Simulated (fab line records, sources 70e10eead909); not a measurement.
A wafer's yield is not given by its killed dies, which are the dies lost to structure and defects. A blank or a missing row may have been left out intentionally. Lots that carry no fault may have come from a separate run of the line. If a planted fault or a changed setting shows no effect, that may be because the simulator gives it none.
fab line records    flow nand-harc
record: lots: 11  wafers: 33  last-day: 23
route steps=1159 shown P_M1@299
lots that met no fault: from a run of the same line without faults
start-h: hours from the record's first day to the start of the lot's first wafer shown    wait-h: hours elapsed since this lot's preceding step    " the same as in the row above    L1.1+2: a row that stands for several wafers    - no value present, or no start provided    * or withheld: withheld    < > ~ a bound
route shown NAME@n: a module of which the file shows steps, and the number in the route of the first    usual: mean and standard deviation over wafers with no fault    same: alike in all rows    chamber/n: place in a boat    sites: readings site by site    _std_site: how widely they spread, as a standard deviation    _edge_site: the outer-site mean with the inner-site mean subtracted    radius-mm: how far each site lies from the wafer's centre    mask NAME#n: copy n    behind: the most recent tool/chamber to have shaped the wafer    hold: why the lot was held/for how many hours/how that ended    device: the n, p or np transistor that did not switch    end of line: tests run on the same wafers once the route is complete    step lacking rows: just its recipe    killed: dies that structure and defects cost at the first sort, which is not the same as the wafer's yield    map: dies across one wafer; x = killed, . = not, _ = none there
set.NAME: the run value of the setting; set.NAME@STEP: its run value at that earlier step    model.NAME: the simulator's own value behind a step, which no gauge read
a sample of lots followed through the steps of the route, with each step as a table and each wafer as a row
services: a tool's chamber out of use, with start hour (start-h, from the record's first day; less than 0 if before it), hours out, and reason
== steps ==
step: NHARC_P_M1_ETCH_35
recipe: target-depth-a: 400  overetch-a: 120  time-s: 43.94  ion-energy-ev: 200  n2-flow-sccm: 150  h2-flow-sccm: 150  ar-flow-sccm: 0  rf-w: 400  bias-w: 150  chemistry: N2/H2
usual: drypump-motor-current-A: 5.9/0.51  oes-product-au: 0.996/0.011  rf-vpp-V: 431.0/2.6  showerhead-plenum-p-Torr: 2.06/0.094  throttle-valve-pct: 14.171/0.0086
lot.wafer  tool         chamber  start-h  wait-h  drypump-motor-current-A  oes-product-au  rf-hours-counter-h  rf-vpp-V  showerhead-plenum-p-Torr  throttle-valve-pct
L166.4     rie-diel-08  0        134.59   0.1     6.1                      1.006           0                   433.8     2.12                      14.168
L166.1     "            1        "        "       6.3                      0.990           0                   433.5     2.18                      14.175
L166.5     "            3        "        "       6.3                      1.004           -                   433.7     2.17                      14.175
L167.2     rie-diel-11  0        135.98   0.1     6.6                      1.010           3                   432.8     2.14                      14.187
L167.4     "            3        "        "       6.3                      1.004           3                   429.0     1.95                      14.178
L167.6     "            1        "        "       6.0                      0.996           -                   427.7     2.00                      14.157
L170.2     rie-diel-03  0        147.08   0.1     5.2                      0.992           7                   431.7     2.04                      14.181
L170.1     "            1        "        "       5.9                      0.989           8                   432.0     2.15                      14.189
L170.5     "            2        "        "       5.4                      0.970           -                   425.7     1.89                      14.188
L169.4     rie-diel-11  2        148.14   0.1     5.9                      0.990           3                   428.0     1.95                      14.180
L169.3     "            0        "        "       6.6                      1.000           3                   433.9     2.14                      14.173
L169.6     "            2        "        "       5.9                      1.004           -                   428.4     1.95                      14.170
L171.3     rie-diel-08  1        154.38   0.1     6.3                      0.983           2                   433.3     2.18                      14.182
L171.4     "            2        "        "       6.3                      0.987           2                   431.0     2.06                      14.178
L171.5     "            0        "        "       6.1                      1.001           -                   431.5     2.12                      14.173
L173.4     rie-diel-03  3        168.67   0.1     4.8                      0.988           9                   428.5     1.97                      14.177
L173.2     "            1        "        "       5.8                      0.996           9                   433.9     2.15                      14.173
L173.1     "            2        "        "       5.4                      0.986           9                   426.5     1.89                      14.174
L175.4     rie-diel-03  2        184.42   0.1     5.4                      0.988           10                  424.0     1.89                      14.173
L175.1     "            1        "        "       5.9                      0.993           10                  432.7     2.15                      14.175
L175.5     "            3        "        "       4.8                      0.970           -                   427.8     1.97                      14.172
L176.1     rie-diel-03  0        185.42   0.1     5.2                      1.000           9                   432.1     2.04                      14.167
L176.4     "            2        "        "       5.4                      0.981           10                  427.5     1.89                      14.176
L176.2     "            3        "        "       4.8                      0.981           10                  429.9     1.98                      14.172
L177.2     rie-diel-03  1        198.38   0.1     5.8                      0.989           11                  433.4     2.15                      14.169
L177.4     "            2        "        "       5.4                      0.976           11                  427.8     1.89                      14.172
L177.1     "            3        "        "       4.8                      0.970           11                  428.8     1.97                      14.160
L181.3     rie-diel-08  2        209.85   0.1     6.3                      0.986           7                   432.4     2.06                      14.165
L181.1     "            0        "        "       6.1                      1.001           5                   432.1     2.11                      14.180
L181.6     "            3        "        "       6.3                      1.008           -                   433.3     2.17                      14.172
L183.3     rie-diel-08  0        220.01   0.1     6.1                      0.995           6                   433.1     2.11                      14.173
L183.4     "            1        "        "       6.3                      0.991           7                   434.3     2.18                      14.170
L183.6     "            3        "        "       6.3                      1.004           -                   432.8     2.17                      14.166
step: NHARC_P_M1_STRIP_18
recipe: power-w: 1000  n2-flow-sccm: 150  h2-flow-sccm: 150  ar-flow-sccm: 0  bias-w: 0  chemistry: N2/H2
usual: drypump-motor-current-A: 6.0/0.44  oes-product-au: 0.999/0.012  rf-vpp-V: 90.7/0.91  showerhead-plenum-p-Torr: 2.05/0.093  throttle-valve-pct: 14.171/0.0085
lot.wafer  tool         chamber  start-h  wait-h  drypump-motor-current-A  oes-product-au  rf-hours-counter-h  rf-vpp-V  showerhead-plenum-p-Torr  throttle-valve-pct
L166.1     rie-diel-11  2        134.90   0.1     5.9                      0.994           2                   89.4      1.95                      14.169
L166.4     "            3        "        "       6.3                      0.994           3                   91.1      1.95                      14.179
L166.5     "            2        "        "       5.9                      0.997           -                   90.1      1.95                      14.170
L167.2     rie-diel-03  1        136.37   0.2     5.8                      1.001           7                   91.7      2.15                      14.188
L167.4     "            2        "        "       5.4                      0.985           -                   90.2      1.89                      14.189
L167.6     "            1        "        "       5.9                      0.993           -                   90.6      2.15                      14.177
L170.1     rie-diel-08  2        147.40   0.1     6.3                      0.985           2                   92.0      2.06                      14.179
L170.2     "            3        "        "       6.3                      1.010           1                   92.1      2.17                      14.167
L170.5     "            3        "        "       6.3                      1.008           -                   92.0      2.17                      14.177
L169.3     rie-diel-08  1        148.43   0.1     6.3                      0.984           1                   92.3      2.18                      14.173
L169.6     "            2        "        "       6.3                      0.990           -                   90.4      2.06                      14.177
L169.4     "            3        "        "       6.3                      1.017           -                   91.6      2.17                      14.161
L171.4     rie-diel-03  1        154.69   0.1     5.8                      0.996           8                   90.2      2.15                      14.178
L171.3     "            3        "        "       4.8                      0.985           9                   90.6      1.98                      14.166
L171.5     "            1        "        "       5.9                      0.995           -                   93.3      2.15                      14.164
L173.4     rie-diel-11  0        168.97   0.1     6.6                      1.005           4                   90.1      2.14                      14.181
L173.2     "            1        "        "       6.0                      1.012           4                   89.6      2.00                      14.181
L173.1     "            3        "        "       6.3                      1.010           4                   89.9      1.95                      14.176
L175.1     rie-diel-08  2        184.75   0.1     6.3                      1.000           4                   92.2      2.06                      14.172
L175.4     "            3        "        "       6.3                      1.022           4                   91.7      2.17                      14.179
L175.5     "            1        "        "       6.3                      0.987           -                   92.2      2.18                      14.172
L176.2     rie-diel-11  1        185.74   0.1     6.0                      0.983           4                   90.1      2.00                      14.163
L176.1     "            2        "        "       5.9                      0.979           4                   90.2      1.95                      14.159
L176.4     "            0        "        "       6.6                      0.996           4                   90.3      2.14                      14.181
L177.4     rie-diel-11  1        198.67   0.1     6.0                      1.007           0                   89.8      2.00                      14.182
L177.1     "            3        "        "       6.2                      1.024           0                   89.8      1.95                      14.166
L177.2     "            0        "        "       6.6                      1.016           0                   91.9      2.14                      14.168
L181.1     rie-diel-03  1        210.18   0.1     5.9                      0.998           12                  90.6      2.15                      14.157
L181.3     "            2        "        "       5.4                      0.988           12                  90.6      1.89                      14.176
L181.6     "            1        "        "       5.9                      0.993           -                   90.8      2.15                      14.167
L183.4     rie-diel-11  3        220.33   0.1     6.3                      1.024           1                   89.2      1.95                      14.169
L183.3     "            0        "        "       6.6                      1.018           1                   90.6      2.14                      14.176
L183.6     "            3        "        "       6.2                      1.022           -                   91.2      1.95                      14.173
step: NHARC_P_M1_ECD_22
recipe: target-thk-a: 4000  bath-temp-c: 25  material: Cu
lot.wafer   tool       chamber  start-h  wait-h
L166.1+4+5  ecd-cu-01  0,1,1    135.93   -
L167.2+4+6  ecd-cu-01  0,1,1    137.41   -
L170.2+1+5  ecd-cu-02  0,1,0    148.43   -
L169.3+4+6  ecd-cu-01  1,0,1    149.62   -
L171.3+4+5  ecd-cu-02  0,1,0    155.76   -
L173.2+1+4  ecd-cu-01  0,1,0    169.96   -
L175.1+4+5  ecd-cu-01  1        185.74   -
L176.1+2+4  ecd-cu-01  0,1,1    186.74   -
L177.1+2+4  ecd-cu-02  0,1,0    199.68   -
L181.1+3+6  ecd-cu-02  1,0,1    211.16   -
L183.3+4+6  ecd-cu-02  1,0,0    221.41   -
step: NHARC_P_M1_ANNEAL_31
recipe: temp-c: 225  time-s: 90
usual: wafer_temp_C_max: 226.5/0.33
lot.wafer  tool           chamber  start-h  wait-h  wafer_temp_C_max
L166.1     rtp-anneal-02  0        136.25   -       226.1
L166.4     "              0        "        "       226.0
L166.5     "              0        "        "       226.2
L167.2     rtp-anneal-01  0        137.79   0.3     226.6
L167.4     "              0        "        "       227.0
L167.6     "              0        "        "       226.8
L170.1     rtp-anneal-02  0        148.81   0.3     226.4
L170.2     "              0        "        "       226.6
L170.5     "              0        "        "       227.1
L169.3     rtp-anneal-01  0        150.00   -       226.3
L169.4     "              0        "        "       226.4
L169.6     "              0        "        "       226.0
L171.3     rtp-anneal-01  0        156.14   -       227.0
L171.4     "              0        "        "       227.0
L171.5     "              0        "        "       227.0
L173.1     rtp-anneal-02  0        170.35   0.3     226.1
L173.2     "              0        "        "       226.5
L173.4     "              0        "        "       226.9
L175.1     rtp-anneal-02  0        186.11   -       226.6
L175.4     "              0        "        "       226.3
L175.5     "              0        "        "       226.5
L176.1     rtp-anneal-02  0        187.11   -       226.3
L176.2     "              0        "        "       226.3
L176.4     "              0        "        "       227.1
L177.1     rtp-anneal-01  0        200.06   -       226.4
L177.2     "              0        "        "       226.8
L177.4     "              0        "        "       227.0
L181.1     rtp-anneal-01  0        211.73   0.5     226.9
L181.3     "              0        "        "       226.1
L181.6     "              0        "        "       226.7
L183.3     rtp-anneal-01  0        221.79   -       226.8
L183.4     "              0        "        "       227.2
L183.6     "              0        "        "       226.9
step: NHARC_P_M1_CMP_23
recipe: t-overpolish-s: 20  target-thk-nm: 157.82
usual: motor-current-A: 11.6/1.4  time-to-endpoint-s: 29.3/2.5
lot.wafer  tool    chamber  start-h  wait-h  motor-current-A  time-to-endpoint-s
L166.1     cmp-02  2        136.60   -       14.2             27.0
L166.4     "       1        "        "       12.5             26.3
L166.5     "       2        "        "       14.7             28.6
L167.2     cmp-04  1        138.11   -       8.7              29.2
L167.4     "       3        "        "       11.6             31.2
L167.6     "       1        "        "       9.3              28.1
L170.2     cmp-04  2        149.15   -       12.3             29.5
L170.1     "       0        "        "       12.4             26.2
L170.5     "       2        "        "       11.9             29.4
L169.4     cmp-04  2        150.25   -       11.3             31.8
L169.3     "       1        "        "       8.6              27.3
L169.6     "       3        "        "       11.8             28.6
L171.3     cmp-04  0        156.41   -       12.9             26.8
L171.4     "       1        "        "       9.0              27.1
L171.5     "       3        "        "       11.4             30.8
L173.2     cmp-01  0        170.69   -       13.4             23.6
L173.1     "       1        "        "       12.9             26.5
L173.4     "       2        "        "       10.5             29.1
L175.4     cmp-04  2        186.46   -       11.7             30.2
L175.1     "       1        "        "       8.6              27.2
L175.5     "       2        "        "       11.6             32.0
L176.1     cmp-04  0        187.46   -       12.5             30.0
L176.2     "       1        "        "       9.4              29.2
L176.4     "       3        "        "       10.9             29.0
L177.1     cmp-04  2        200.40   -       12.0             29.2
L177.4     "       0        "        "       12.9             26.1
L177.2     "       1        "        "       9.1              24.9
L181.3     cmp-01  3        212.08   -       11.4             16.3
L181.1     "       1        "        "       12.1             30.0
L181.6     "       3        "        "       11.6             29.8
L183.3     cmp-02  2        222.09   -       14.3             28.7
L183.4     "       3        "        "       11.3             15.6
L183.6     "       1        "        "       12.2             15.7
== services ==
tool         chamber  start-h  hours  kind
ecd-cu-01    -        113.60   0.8    repair
rie-diel-08  1        114.59   3.7    repair
cmp-01       -        114.81   0.5    repair
rie-diel-03  0        120.80   -      clean
rie-diel-03  1        120.80   -      clean
rie-diel-03  2        120.80   -      clean
rie-diel-03  3        120.80   -      clean
rie-diel-03  0        122.87   18.3   repair
rie-diel-08  -        124.80   9.0    pm
cmp-02       -        128.56   4.0    pm
cmp-04       -        142.00   6.0    repair
rie-diel-08  0        144.74   4.9    repair
rie-diel-03  0        145.30   -      clean
rie-diel-03  1        145.30   -      clean
rie-diel-03  2        145.30   -      clean
rie-diel-03  1        150.07   4.3    repair
cmp-01       -        153.89   2.1    repair
cmp-01       -        179.50   4.0    pm
ecd-cu-02    -        180.02   8.0    pm
rie-diel-11  -        189.50   9.0    pm
cmp-02       -        198.66   11.7   repair
cmp-04       -        203.14   4.0    pm
rie-diel-03  -        215.62   9.0    pm
cmp-01       -        216.63   1.2    repair
== key ==
first-sign: step: NHARC_P_M1_CMP_23  reading: time-to-endpoint-s  direction: down  sigmas: 5.4  usual: *  struck: *
effect none on later readings
met-at NHARC_P_M1_ECD_22
struck-lots L181,L183
struck-wafers L181.3,L183.4,L183.6
not-acting-at NHARC_P_M1_ETCH_35,NHARC_P_M1_STRIP_18,NHARC_P_M1_ANNEAL_31
onset-between 199.68 211.16
fault: kind: process-parameter-drift  tool: ecd-cu-02  chamber: 0  onset-h: 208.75  steps: NHARC_P_M1_ECD_22  channel: target-thk-a  offset: *  shape: step  end-h: 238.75  acts-in: *  stated: *
